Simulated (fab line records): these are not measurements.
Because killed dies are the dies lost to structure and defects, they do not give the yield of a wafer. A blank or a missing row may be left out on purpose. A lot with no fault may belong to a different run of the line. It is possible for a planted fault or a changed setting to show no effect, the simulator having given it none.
A struck lot beside a sound one || flow n5Finfet || 37 steps out of a route of 1938
Sound: these wafers, L617.1, L617.4, L617.6. Wafers L609.2, L609.5, L609.6 were the ones struck. The cause is given at the end.
Per side, at each step with rows, come the tool, then ch with its chambers, and then its first start. Under that, the readings that differ: sound wafers || struck wafers || difference of the means || sigmas: that difference in standard deviations of wafers without a fault.
alike: readings with means less than 2 such deviations apart, plus words and numbers identical on both sides. not compared: withheld readings, readings lacking a value on some wafer, bounds such as >300 that could conceal the same value, and numbers that have no deviation in the record and whose values overlap.
Wherever a step has rows on one side only, a row that says differs or no value, or a row with sigmas, the two part there. Non-overlapping numbers with no deviation appear without sigmas and do not part them. Lack of a reading on every wafer of one side parts them only where that side has two or more wafers.

first, 9 steps without rows for these wafers: N5_WELL_APT_COAT_19 (resist thk 950 nm); N5_WELL_APT_EBR_21; N5_WELL_APT_SOFTBAKE_20 (time 60 s); N5_WELL_APT_EXPOSE_22 (exposes mask PWELL, defocus 0 nm, target cd 200 nm); N5_WELL_APT_PEB_23 (peb time 90 s); N5_WELL_APT_DEVELOP_24 (develop time 45 s); N5_WELL_APT_HARDBAKE_29 (time 120 s); N5_WELL_APT_DESCUM_30 (chemistry O2, time 7.9 s); N5_WELL_APT_IMPLANT_31.
N5_WELL_APT_IMPLANT_32:
  sound on implanter-01 ch 0, day 4 21:11; struck on implanter-02 ch 0, day 2 22:53
{"reading": "doseIonsCm2", "sound": "1.9987e+13 1.9975e+13 1.9977e+13", "struck": "1.4982e+13 1.5009e+13 1.4985e+13", "difference": -4.9877e+12, "sigmas": "-99 or more"}
{"reading": "faradayCurrentUA", "sound": "256 249 253", "struck": "192 189 191", "difference": -62, "sigmas": -12}
then, 25 steps without rows for these wafers: N5_WELL_APT_STRIP_33 (strips in SPM, time 900 s); N5_WELL_APT_RTA_34 (time 10 s); N5_WELL_APT_OXIDE_STRIP_42 (strips SiO2 in dHF, time 45 s, target depth 12 nm); N5_WELL_APT_PRECLEAN_36 (cleans in O3/DIW, time 45 s); N5_WELL_APT_PRECLEAN_39 (cleans in dHF, time 60 s); N5_WELL_APT_SRD_37 (time 30 s); N5_WELL_APT_EPI_41 (deposits Si from SiH4/H2, target thk 50 nm, time 297.7 s); N5_PMOS_HMC_CHANNEL_EPI_HM_DEP_34 (deposits SiO2 from TEOS/O2, target thk 36 nm, time 6.9 s); N5_PMOS_HMC_CHANNEL_EPI_COAT_31 (time 60 s, resist thk 66 nm); N5_PMOS_HMC_CHANNEL_EPI_COAT_03 (resist thk 205 nm); N5_PMOS_HMC_CHANNEL_EPI_EBR_05; N5_PMOS_HMC_CHANNEL_EPI_SOFTBAKE_04 (time 60 s); N5_PMOS_HMC_CHANNEL_EPI_EXPOSE_06 (exposes mask PMOS HMC BLK, target cd 240 nm); N5_PMOS_HMC_CHANNEL_EPI_PEB_07 (peb time 60 s); N5_PMOS_HMC_CHANNEL_EPI_DEVELOP_08 (develop time 30 s); N5_PMOS_HMC_CHANNEL_EPI_DESCUM_14 (chemistry O2, time 7.9 s); N5_PMOS_HMC_CHANNEL_EPI_ETCH_32 (etches BARC in N2/H2, stops on SiO2, target depth 85.8 nm, time 50.3 s); N5_PMOS_HMC_CHANNEL_EPI_HM_OPEN_15 (chemistry CHF3/O2, target SiO2, target depth 40.6 nm, time 20.3 s); N5_PMOS_HMC_CHANNEL_EPI_STRIP_33 (strips in N2/H2); N5_PMOS_HMC_CHANNEL_EPI_STRIP_17 (strips in SPM, time 750 s); N5_PMOS_HMC_CHANNEL_EPI_ETCH_38 (etches SiO2 in CF4, target depth 1.5 nm); N5_PMOS_HMC_CHANNEL_EPI_FIN_RECESS_16 (chemistry HBr/Cl2, target Si, target depth 54 nm, time 18 s); N5_PMOS_HMC_CHANNEL_EPI_PRECLEAN_36 (cleans in O3/DIW, time 45 s); N5_PMOS_HMC_CHANNEL_EPI_PRECLEAN_18 (cleans in DHF, time 30 s); N5_PMOS_HMC_CHANNEL_EPI_SRD_19 (time 30 s).
-- record jumps: 6 days separate the struck wafers' starts on either side; left off in module PMOS_HMC_CHANNEL_EPI, taken up again in module BEOL_M4, whose first shown step is the route's number 1111 --
N5_BEOL_M4_RC_MEAS_101:
  sound on prober-02 ch 0, day 11 15:49; struck on prober-01 ch 0, day 9 06:34
{"reading": "CJ_N", "sound": "4.32 4.25 4.40", "struck": "3.88 3.75 3.90", "difference": -0.48, "sigmas": -6}
  alike: DIBL_N, DIBL_P, IOFF_N, IOFF_P, ION_N, ION_P, SS_N, SS_P, VT_N, VT_P
-- the record jumps here: 4 days lie between the struck wafers' starts before and after (it left off in module BEOL_M4 and takes up again in module PASSIVATION, whose first step shown is number 1936 of the route) --
N5_PASSIVATION_PROBE_49:
  sound on prober-01, day 16 03:51; struck on prober-02, day 13 16:19
{"reading": "killedAtOther", "sound": "0 0 0", "struck": "11 9 5", "difference": "+8", "sigmas": "+3"}
  alike: defectLimitedYield, killed_at_M0_to_M3, killed_at_M4_up, killedAtContacts, killedAtFrontEnd, killedDies, killedOpen, killedShort, sort_bin_5_function, sort_bin_6_memory, sort_bin_8_speed, sortNPass, sortYieldPct

WHERE THEY PART
Last at N5_PASSIVATION_PROBE_49 as far as this record goes, first at N5_WELL_APT_IMPLANT_32.

WHY: what the simulator had put in
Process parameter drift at N5_WELL_APT_IMPLANT_32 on implanter-02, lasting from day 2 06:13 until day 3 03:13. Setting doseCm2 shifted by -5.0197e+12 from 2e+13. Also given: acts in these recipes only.
